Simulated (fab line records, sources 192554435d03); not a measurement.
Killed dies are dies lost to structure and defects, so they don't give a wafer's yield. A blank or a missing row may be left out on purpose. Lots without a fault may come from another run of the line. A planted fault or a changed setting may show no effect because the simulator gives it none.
fab line records | flow n5_finfet
record lots=7 wafers=21
route steps=1938 shown HKMG_FIN@403 GATE_CUT@484 MOL_CONTACT_COAG@596 BEOL_M0@726 BEOL_M2@851
start_h: hours from the record's first day to the start of the lot's first wafer shown | wait_h: hours since the lot's step before | " the same as in the row above | L1.1+2: a row that stands for several wafers | - no value, or no start given | * or withheld: withheld | < > ~ a bound
route shown NAME@n: a module of which the file shows steps, and the number in the route of the first | usual: mean/standard deviation of fault-free wafers | same: alike in all rows | chamber/n: place in a boat | sites: the reading at each site | _std_site: their standard deviation | _edge_site: outer sites' mean less inner sites' | radius_mm: how far each site lies from the wafer's centre | mask NAME#n: copy n | behind: the tool/chamber that last shaped the wafer | hold: why the lot was held/for how many hours/how that ended | device: the transistor (n, p or np) that didn't switch | end of line: the same wafers' tests at the end of the route | a step without rows: its recipe alone | killed: dies lost to structure and defects at the first sort, not the wafer's yield | map: a wafer's dies, x killed, . not, _ none there
set.NAME: the setting as run; set.NAME@STEP: as run at that earlier step | model.NAME: the simulator's own value behind a step, which no gauge read
lots whose settings were changed on purpose; a table a step, a row a wafer
## steps
# step N5_HKMG_FIN_ETCH_55
# recipe chemistry=N2/H2 target=SOC target_depth_a=2400 temp_c=40 time_s=300 ion_energy_ev=200 mask_material=SiARC pressure_mtorr=30 source_w=840 bias_w=150 n2_flow_sccm=200 h2_flow_sccm=200
# usual rf_vpp_V=523.2/2.4
# columns lot.wafer tool chamber start_h wait_h set.bias_w rf_vpp_V model.HKMG_FIN.feature_depth_nm model.etch.depth_nm model.SiARC_of_HKMG_FIN_COAT_42.thk_nm
L074.1 rie_diel-06 2 74.88 0.9 150 523.3 240.6 240.5 20.8
L074.2 " 0 " " 126.9 471.2 215.6 215.6 24.2
L074.3 " 1 " " 126.9 472.4 204.2 204.2 24.8
L076.1 rie_diel-05 1 84.01 0.0 150 523.9 249.2 249.3 20.4
L076.5 " 1 " " 150 522.8 249 249 20.4
L076.6 " 2 " " 150 524.2 240 239.9 21.2
L080.2 rie_diel-01 0 109.15 0.0 150 520.1 239 239 21.2
L080.4 " 3 " " 150 525.4 243.2 243.3 21
L080.5 " 3 " " 150 525.9 243 243.1 21
L089.2 rie_diel-05 0 164.09 0.0 150 526.0 230.2 230.2 21.4
L089.4 " 3 " " 150 520.1 234.8 234.8 21.6
L089.6 " 2 " " 150 524.6 240.4 240.4 21.2
L090.2 rie_diel-01 1 166.97 0.0 150 522.6 241 241 21
L090.3 " 3 " " 125.4 469.7 224.4 224.4 24
L090.4 " 1 " " 150 522.6 239.4 239.4 21
L092.1 rie_diel-01 2 178.89 0.0 169.5 565.7 252.6 252.5 19
L092.2 " 3 " " 169.5 567.7 259.4 259.5 18.8
L092.6 " 2 " " 150 524.9 237.4 237.4 21.2
L093.2 rie_diel-06 2 185.87 0.0 150 521.8 240.6 240.6 20.6
L093.3 " 0 " " 150 521.7 237.6 237.6 21.4
L093.6 " 0 " " 150 521.7 235.6 235.6 21.6
# step N5_GATE_CUT_EXPOSE_10
# recipe mask_id=GATE_CUT na=0.33 source_shape=annular sigma_inner=0.35 sigma_outer=0.8 polarization=unpolarized target_cd_nm=20 dose_mj=43.25
# columns lot.wafer tool chamber start_h wait_h mask set.dose_mj
L074.1+3 euv_scanner-01 0 86.54 - GATE_CUT#0 43.25
L074.2 " 0 " " GATE_CUT#0 41.1
L076.1+6 euv_scanner-02 0 95.41 - GATE_CUT#0 46.25
L076.5 " 0 " " GATE_CUT#0 43.25
L080.2 euv_scanner-02 0 121.36 - GATE_CUT#0 43.25
L080.4+5 " 0 " " GATE_CUT#0 45.75
L089.2+4+6 euv_scanner-01 0 175.86 - GATE_CUT#0 43.25
L090.2+3+4 euv_scanner-01 0 178.69 - GATE_CUT#0 43.25
L092.1+6 euv_scanner-01 0 190.82 - GATE_CUT#0 43.25
L092.2 " 0 " " GATE_CUT#0 44.72
L093.2 euv_scanner-02 0 197.27 - GATE_CUT#0 43.25
L093.3+6 " 0 " " GATE_CUT#0 46.42
# step N5_GATE_CUT_PEB_11
# recipe peb_temp_c=100 peb_time_s=60 resist=CAR-EUV
# step N5_GATE_CUT_DEVELOP_12
# recipe develop_time_s=30 developer=TMAH resist=CAR-EUV rinse_liquid=surfactant_rinse dry=air_spin dev_temp_c=23
# step N5_GATE_CUT_CD_MEAS_13
# recipe target_cd_nm=20 landing_energy_ev=500 detector=se_inlens
# usual cd_nm=20.02/0.28
# columns lot.wafer tool chamber start_h wait_h set.dose_mj@GATE_CUT_EXPOSE_10 cd_nm
L074.1 cd_sem-02 0 86.68 - 43.25 20.44
L074.2 " 0 " " 41.1 19.13
L074.3 " 0 " " 43.25 20.53
L076.1 cd_sem-02 0 95.55 - 46.25 21.53
L076.5 " 0 " " 43.25 20.04
L076.6 " 0 " " 46.25 21.66
L080.2 cd_sem-02 0 121.49 - 43.25 19.78
L080.4 " 0 " " 45.75 20.82
L080.5 " 0 " " 45.75 21.38
L089.2 cd_sem-03 0 175.99 - 43.25 20.04
L089.4 " 0 " " 43.25 20.08
L089.6 " 0 " " 43.25 20.00
L090.2 cd_sem-02 0 178.81 - 43.25 20.07
L090.3 " 0 " " 43.25 19.96
L090.4 " 0 " " 43.25 19.99
L092.1 cd_sem-03 0 190.96 - 43.25 19.77
L092.2 " 0 " " 44.72 20.60
L092.6 " 0 " " 43.25 19.59
L093.2 cd_sem-02 0 197.39 - 43.25 19.59
L093.3 " 0 " " 46.42 21.62
L093.6 " 0 " " 46.42 21.10
# step N5_GATE_CUT_DESCUM_18
# recipe chemistry=O2 time_s=7 source_power_w=50 bias_power_w=20 pressure_mtorr=20 rf_frequency_hz=2.712e+07 temp_c=40 resist=CAR-EUV o2_flow_sccm=225
# columns lot.wafer tool chamber start_h wait_h set.dose_mj@GATE_CUT_EXPOSE_10 model.GATE_CUT.cd_nm
L074.1+3 rie_diel-03 0,2 86.80 0.0 43.25 20.4
L074.2 " 3 " " 41.1 19.2
L076.1+6 rie_diel-02 0 96.24 0.6 46.25 21.4
L076.5 " 1 " " 43.25 20.2
L080.2 rie_diel-02 1 121.61 0.0 43.25 20.2
L080.4 " 2 " " 45.75 21
L080.5 " 2 " " 45.75 21.2
L089.2+4 rie_diel-02 0,2 176.11 0.0 43.25 20.2
L089.6 " 2 " " 43.25 20.4
L090.2+4 rie_diel-02 1,3 179.05 0.1 43.25 20
L090.3 " 2 " " 43.25 20.2
L092.1 rie_diel-04 3 191.08 0.0 43.25 19.8
L092.2 " 0 " " 44.72 20.6
L092.6 " 0 " " 43.25 19.6
L093.2 rie_diel-02 3 197.66 0.2 43.25 20
L093.3 " 2 " " 46.42 21.4
L093.6 " 1 " " 46.42 21.2
# step N5_GATE_CUT_ETCH_28
# recipe chemistry=N2/H2 target=underlayer target_depth_a=130 mask_material=CAR-EUV time_s=10.4 ion_energy_ev=200 pressure_mtorr=30 source_w=840 bias_w=150 n2_flow_sccm=200 h2_flow_sccm=200 ends=cleared
# columns lot.wafer tool chamber start_h wait_h set.dose_mj@GATE_CUT_EXPOSE_10 model.GATE_CUT.cd_nm
L074.1 rie_diel-03 0 86.83 0.0 43.25 20.2
L074.2 " 3 " " 41.1 19.2
L074.3 " 2 " " 43.25 20.4
L076.1+6 rie_diel-02 0 96.27 0.0 46.25 21.4
L076.5 " 1 " " 43.25 20
L080.2 rie_diel-02 1 121.65 0.0 43.25 20
L080.4 " 2 " " 45.75 21
L080.5 " 2 " " 45.75 21.2
L089.2+4 rie_diel-02 0,2 176.14 0.0 43.25 20.2
L089.6 " 2 " " 43.25 20.4
L090.2+4 rie_diel-02 1,3 179.09 0.0 43.25 20
L090.3 " 2 " " 43.25 20.2
L092.1 rie_diel-04 3 191.11 0.0 43.25 19.8
L092.2 " 0 " " 44.72 20.4
L092.6 " 0 " " 43.25 19.4
L093.2 rie_diel-02 3 197.69 0.0 43.25 20
L093.3 " 2 " " 46.42 21.4
L093.6 " 1 " " 46.42 21.2
# step N5_GATE_CUT_ETCH_36
# recipe chemistry=CF4 target=SiARC target_depth_a=130 mask_material=CAR-EUV time_s=21.7 ion_energy_ev=80 pressure_mtorr=40 source_w=545 bias_w=36 Ar_flow_sccm=100 cf4_flow_sccm=100 ends=cleared
# columns lot.wafer tool chamber start_h wait_h set.dose_mj@GATE_CUT_EXPOSE_10 model.GATE_CUT.cd_nm
L074.1 rie_diel-03 0 86.85 0.0 43.25 20.2
L074.2 " 3 " " 41.1 19.4
L074.3 " 2 " " 43.25 20.6
L076.1 rie_diel-02 0 96.29 0.0 46.25 21.2
L076.5 " 1 " " 43.25 20.2
L076.6 " 0 " " 46.25 21.4
L080.2 rie_diel-02 1 121.67 0.0 43.25 20
L080.4 " 2 " " 45.75 21
L080.5 " 2 " " 45.75 21.2
L089.2+4+6 rie_diel-02 0,2,2 176.16 0.0 43.25 20.2
L090.2+4 rie_diel-02 1,3 179.11 0.0 43.25 20
L090.3 " 2 " " 43.25 20.2
L092.1 rie_diel-04 3 191.13 0.0 43.25 19.8
L092.2 " 0 " " 44.72 20.4
L092.6 " 0 " " 43.25 19.4
L093.2 rie_diel-02 3 197.71 0.0 43.25 20
L093.3 " 2 " " 46.42 21.4
L093.6 " 1 " " 46.42 21.2
# step N5_GATE_CUT_ALD_22
# recipe material=SiNx target_thk_a=160 temp_c=400 ald_precursor_family=SiH2I2 ald_co_reactant=N2/H2-plasma pulse_time_s=1 ald_cycles=320 purge_time_s=2 co_reactant_purge_time_s=2 pressure_torr=2
# columns lot.wafer tool chamber start_h wait_h set.ald_cycles model.SiNx_of_GATE_CUT_ALD_22.thk_nm
L074.1+2+3 ald_sin-04 0,1,3 88.27 0.6 320 16
L076.1+5+6 ald_sin-04 2,1,0 97.08 0.0 320 16
L080.2+4 ald_sin-01 2,3 122.45 0.0 320 16
L080.5 " 0 " " 367 18.4
L089.2+4+6 ald_sin-04 1,0,3 178.34 1.1 320 16
L090.2+3 ald_sin-04 3,0 180.19 0.0 337 16.8
L090.4 " 3 " " 320 16
L092.1+2+6 ald_sin-01 1,0,1 191.92 0.0 320 16
L093.2+6 ald_sin-04 1,2 198.50 0.0 320 16
L093.3 " 3 " " 276 13.8
# step N5_MOL_CONTACT_COAG_COAT_34
# recipe resist=CAR-EUV spin_rpm=1500 resist_thk_nm=40
# columns lot.wafer tool chamber start_h wait_h set.spin_rpm model.CAR-EUV_of_MOL_CONTACT_COAG_COAT_34.thk_nm
L074.1+3 litho_track-01 0 - - 1442 40.8
L074.2 " 0 " " 1500 40
L076.1 litho_track-05 0 - - 1500 40.2
L076.5+6 " 0 " " 1500 40
L080.2+4 litho_track-01 0 - - 1349 42
L080.5 " 0 " " 1500 40
L089.2+4+6 litho_track-04 0 - - 1500 40
L090.2 litho_track-05 0 - - 1554 39.2
L090.3 " 0 " " 1500 40
L090.4 " 0 " " 1500 39.8
L092.1+6 litho_track-05 0 - - 1500 40
L092.2 " 0 " " 1500 40.2
L093.2 litho_track-04 0 - - 1500 40
L093.3+6 " 0 " " 1500 40.2
# step N5_MOL_CONTACT_COAG_EBR_36
# recipe solvent=PGMEA ebr_width_mm=1.5
# step N5_MOL_CONTACT_COAG_SOFTBAKE_35
# recipe temp_c=110 time_s=60 resist=CAR-EUV
# step N5_MOL_CONTACT_COAG_EXPOSE_37
# recipe mask_id=VD na=0.33 source_shape=annular sigma_inner=0.3 sigma_outer=0.7 polarization=unpolarized defocus_nm=0 dose_mj=62
# step N5_MOL_CONTACT_COAG_PEB_38
# recipe peb_temp_c=100 peb_time_s=60 resist=CAR-EUV
# step N5_MOL_CONTACT_COAG_DEVELOP_39
# recipe develop_time_s=30 developer=TMAH resist=CAR-EUV rinse_liquid=surfactant_rinse dry=air_spin dev_temp_c=23
# columns lot.wafer tool chamber start_h wait_h set.spin_rpm@MOL_CONTACT_COAG_COAT_34 model.CAR-EUV_of_MOL_CONTACT_COAG_COAT_34.thk_nm
L074.1+3 litho_track-05 0 - - 1442 40.4
L074.2 " 0 " " 1500 39.4
L076.1+6 litho_track-01 0 - - 1500 39.6
L076.5 " 0 " " 1500 39.4
L080.2+4 litho_track-05 0 - - 1349 41.6
L080.5 " 0 " " 1500 39.4
L089.2+4+6 litho_track-05 0 - - 1500 39.6
L090.2 litho_track-05 0 - - 1554 38.8
L090.3+4 " 0 " " 1500 39.4
L092.1+2+6 litho_track-01 0 - - 1500 39.6
L093.2 litho_track-04 0 - - 1500 39.6
L093.3+6 " 0 " " 1500 39.8
# step N5_MOL_CONTACT_COAG_DESCUM_45
# recipe chemistry=O2 time_s=7 source_power_w=50 bias_power_w=20 pressure_mtorr=20 rf_frequency_hz=2.712e+07 temp_c=40 resist=CAR-EUV o2_flow_sccm=225
# step N5_MOL_CONTACT_COAG_ETCH_65
# recipe chemistry=N2/H2 target=underlayer target_depth_a=130 mask_material=CAR-EUV time_s=10.4 ion_energy_ev=200 pressure_mtorr=30 source_w=840 bias_w=150 n2_flow_sccm=200 h2_flow_sccm=200 ends=cleared
# step N5_MOL_CONTACT_COAG_ETCH_66
# recipe chemistry=CF4 target=SiARC target_depth_a=130 mask_material=CAR-EUV time_s=21.7 ion_energy_ev=80 pressure_mtorr=40 source_w=545 bias_w=36 Ar_flow_sccm=100 cf4_flow_sccm=100 ends=cleared
# columns lot.wafer tool chamber start_h wait_h set.spin_rpm@MOL_CONTACT_COAG_COAT_34 model.CAR-EUV_of_MOL_CONTACT_COAG_COAT_34.thk_nm
L074.1+3 rie_diel-05 2,0 102.08 0.0 1442 17.8
L074.2 " 3 " " 1500 16.8
L076.1 rie_diel-01 1 113.27 0.0 1500 17
L076.5+6 " 1,0 " " 1500 16.8
L080.2 rie_diel-01 2 137.38 0.0 1349 19
L080.4 " 3 " " 1349 18.8
L080.5 " 0 " " 1500 16.8
L089.2+4+6 rie_diel-05 2,0,1 195.95 0.0 1500 17
L090.2 rie_diel-06 3 196.49 0.0 1554 16.2
L090.3 " 2 " " 1500 17
L090.4 " 0 " " 1500 16.6
L092.1+2+6 rie_diel-01 0,2,0 208.60 0.0 1500 17
L093.2 rie_diel-05 3 214.13 0.0 1500 16.8
L093.3+6 " 0,3 " " 1500 17.2
# step N5_MOL_CONTACT_COAG_ALD_133
# recipe material=SiO2 target_thk_a=50 temp_c=100 ald_precursor_family=BDEAS ald_co_reactant=O2-plasma pulse_time_s=1 co_reactant_pulse_time_s=1 purge_time_s=2 co_reactant_purge_time_s=2 ald_cycles=35 pressure_torr=2
# columns lot.wafer tool chamber start_h wait_h set.ald_cycles model.SiO2_of_MOL_CONTACT_COAG_ALD_133.thk_nm
L074.1+2 ald_sin-01 1,3 102.16 0.1 35 5
L074.3 " 2 " " 39 5.6
L076.1 ald_sin-01 2 113.35 0.1 35 5
L076.5+6 " 2,3 " " 41 5.8
L080.2+5 ald_sin-02 3 138.25 0.8 30 4.2
L080.4 " 1 " " 35 5
L089.2+4+6 ald_sin-03 1,0,1 196.03 0.1 35 5
L090.2+4 ald_sin-01 0,1 196.57 0.1 30 4.2
L090.3 " 3 " " 35 5
L092.1+2 ald_sin-02 1,0 209.10 0.5 37 5.2
L092.6 " 2 " " 35 5
L093.2 ald_sin-01 2 214.21 0.1 35 5
L093.3+6 " 3 " " 30 4.2
# step N5_BEOL_M0_ETCH_109
# recipe chemistry=CH3F/O2 target_depth_a=80 overetch_a=24 target=SiCN time_s=27.4 ion_energy_ev=120 pressure_mtorr=30 source_w=395 bias_w=75 Ar_flow_sccm=150 CH3F_flow_sccm=30 O2_flow_sccm=20
# usual rf_vpp_V=297.1/1.6
# columns lot.wafer tool chamber start_h wait_h set.bias_w rf_vpp_V
L074.1 rie_diel-01 0 137.25 0.0 75 294.5
L074.2 " 2 " " 69.17 282.0
L074.3 " 3 " " 75 296.4
L076.1 rie_diel-01 1 137.53 0.0 75 297.3
L076.5 " 0 " " 65.06 270.7
L076.6 " 3 " " 65.06 273.7
L080.2 rie_diel-01 2 153.79 0.5 69.31 283.3
L080.4 " 3 " " 75 298.6
L080.5 " 2 " " 75 298.4
L090.2 rie_diel-05 2 214.22 1.1 75 297.7
L090.3 " 0 " " 75 297.6
L090.4 " 3 " " 75 295.7
L089.2 rie_diel-05 1 214.77 1.6 75 295.6
L089.4 " 2 " " 75 297.5
L089.6 " 0 " " 75 298.3
L092.1 rie_diel-06 0 222.93 0.0 61.51 261.3
L092.2 " 3 " " 75 296.0
L092.6 " 0 " " 75 294.6
L093.2 rie_diel-01 0 229.04 0.0 75 299.5
L093.3 " 3 " " 75 299.7
L093.6 " 1 " " 75 296.9
# step N5_BEOL_M0_DEP_125
# recipe material=SiCN target_thk_a=80 temp_c=withheld precursor=3MS/NH3 pressure_torr=3 rf_w=202 time_s=14
# columns lot.wafer tool chamber start_h wait_h set.time_s model.SiCN_of_BEOL_M0_DEP_125.thk_nm
L074.1+2 pecvd-02 0,1 139.59 0.0 14 8
L074.3 " 2 " " 14 7.8
L076.1 pecvd-02 0 140.11 0.0 14 7.6
L076.5+6 " 2,0 " " 12.7 7.2
L080.2 pecvd-03 0 157.07 0.0 14 8
L080.4 " 2 " " 15.94 9.2
L080.5 " 1 " " 14 8.2
L090.2 pecvd-02 0 217.38 0.0 12.21 6.6
L090.3 " 2 " " 14 7.8
L090.4 " 2 " " 14 8
L089.2+4+6 pecvd-01 1,2,2 217.40 0.0 14 7.8
L092.1 pecvd-02 1 226.51 0.0 12.15 6.8
L092.2 " 2 " " 12.15 7
L092.6 " 2 " " 14 8
L093.2 pecvd-01 2 231.26 0.0 14 8
L093.3 " 1 " " 14 7.8
L093.6 " 1 " " 14.62 8.2
# step N5_BEOL_M2_EXPOSE_08
# recipe mask_id=M2 na=0.33 source_shape=dipole sigma_inner=0.369 sigma_outer=0.767 polarization=unpolarized dose_mj=41.25
# columns lot.wafer tool chamber start_h wait_h mask set.dose_mj
L074.1+2+3 euv_scanner-01 0 151.03 - M2#0 41.25
L076.1 euv_scanner-01 0 152.91 - M2#0 41.25
L076.5+6 " 0 " " M2#0 39.63
L080.2 euv_scanner-02 0 173.50 - M2#0 41.25
L080.4+5 " 0 " " M2#0 44.2
L090.2+3+4 euv_scanner-02 0 226.08 - M2#0 41.25
L089.2+4+6 euv_scanner-02 0 226.77 - M2#0 41.25
L092.1+6 euv_scanner-02 0 241.54 - M2#0 41.25
L092.2 " 0 " " M2#0 40.34
L093.2+3+6 euv_scanner-02 0 250.55 - M2#0 39.44
# step N5_BEOL_M2_PEB_09
# recipe peb_temp_c=100 peb_time_s=60 resist=CAR-EUV
# step N5_BEOL_M2_DEVELOP_10
# recipe develop_time_s=30 developer=TMAH resist=CAR-EUV rinse_liquid=surfactant_rinse dry=air_spin dev_temp_c=23
# step N5_BEOL_M2_CD_MEAS_11
# recipe target_cd_nm=16.79 landing_energy_ev=500 detector=se_inlens polarity=opening
# usual cd_nm=16.84/0.23
# columns lot.wafer tool chamber start_h wait_h set.dose_mj@BEOL_M2_EXPOSE_08 cd_nm
L074.1 cd_sem-03 0 151.16 - 41.25 17.18
L074.2 " 0 " " 41.25 16.83
L074.3 " 0 " " 41.25 17.24
L076.1 cd_sem-01 0 153.05 - 41.25 16.85
L076.5 " 0 " " 39.63 16.12
L076.6 " 0 " " 39.63 16.03
L080.2 cd_sem-02 0 173.63 - 41.25 16.56
L080.4 " 0 " " 44.2 18.70
L080.5 " 0 " " 44.2 18.27
L090.2 cd_sem-02 0 226.20 - 41.25 16.74
L090.3 " 0 " " 41.25 16.60
L090.4 " 0 " " 41.25 17.11
L089.2 cd_sem-03 0 226.90 - 41.25 16.40
L089.4 " 0 " " 41.25 16.64
L089.6 " 0 " " 41.25 16.89
L092.1 cd_sem-02 0 241.67 - 41.25 16.85
L092.2 " 0 " " 40.34 16.48
L092.6 " 0 " " 41.25 17.03
L093.2 cd_sem-03 0 250.67 - 39.44 15.48
L093.3 " 0 " " 39.44 16.13
L093.6 " 0 " " 39.44 15.99
## key
split step=N5_HKMG_FIN_ETCH_55 setting=bias_w stated=150 by=wafer
response step=N5_HKMG_FIN_ETCH_55 reading=rf_vpp_V change=+3.27 per=1% r=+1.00
response step=N5_HKMG_FIN_ETCH_55 reading=model.HKMG_FIN.feature_depth_nm change=+1.44 per=1% r=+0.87
response step=N5_HKMG_FIN_ETCH_55 reading=model.etch.depth_nm change=+1.44 per=1% r=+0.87
response step=N5_HKMG_FIN_ETCH_55 reading=model.SiARC_of_HKMG_FIN_COAT_42.thk_nm change=-0.202 per=1% r=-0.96
split step=N5_GATE_CUT_EXPOSE_10 setting=dose_mj stated=43.25 by=wafer
response step=N5_GATE_CUT_CD_MEAS_13 reading=cd_nm change=+0.24 per=1% r=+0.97
response step=N5_GATE_CUT_DESCUM_18 reading=model.GATE_CUT.cd_nm change=+0.187 per=1% r=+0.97
response step=N5_GATE_CUT_ETCH_28 reading=model.GATE_CUT.cd_nm change=+0.197 per=1% r=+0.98
response step=N5_GATE_CUT_ETCH_36 reading=model.GATE_CUT.cd_nm change=+0.182 per=1% r=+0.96
split step=N5_GATE_CUT_ALD_22 setting=ald_cycles stated=320 by=wafer
response step=N5_GATE_CUT_ALD_22 reading=model.SiNx_of_GATE_CUT_ALD_22.thk_nm change=+0.161 per=1% r=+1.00
split step=N5_MOL_CONTACT_COAG_COAT_34 setting=spin_rpm stated=1500 by=wafer
response step=N5_MOL_CONTACT_COAG_COAT_34 reading=model.CAR-EUV_of_MOL_CONTACT_COAG_COAT_34.thk_nm change=-0.199 per=1% r=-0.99
response step=N5_MOL_CONTACT_COAG_DEVELOP_39 reading=model.CAR-EUV_of_MOL_CONTACT_COAG_COAT_34.thk_nm change=-0.218 per=1% r=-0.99
response step=N5_MOL_CONTACT_COAG_ETCH_66 reading=model.CAR-EUV_of_MOL_CONTACT_COAG_COAT_34.thk_nm change=-0.21 per=1% r=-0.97
split step=N5_MOL_CONTACT_COAG_ALD_133 setting=ald_cycles stated=35 by=wafer
response step=N5_MOL_CONTACT_COAG_ALD_133 reading=model.SiO2_of_MOL_CONTACT_COAG_ALD_133.thk_nm change=+0.0524 per=1% r=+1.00
split step=N5_BEOL_M0_ETCH_109 setting=bias_w stated=75 by=wafer
response step=N5_BEOL_M0_ETCH_109 reading=rf_vpp_V change=+1.88 per=1% r=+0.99
split step=N5_BEOL_M0_DEP_125 setting=time_s stated=14 by=wafer
response step=N5_BEOL_M0_DEP_125 reading=model.SiCN_of_BEOL_M0_DEP_125.thk_nm change=+0.0809 per=1% r=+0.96
split step=N5_BEOL_M2_EXPOSE_08 setting=dose_mj stated=41.25 by=wafer
response step=N5_BEOL_M2_CD_MEAS_11 reading=cd_nm change=+0.249 per=1% r=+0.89
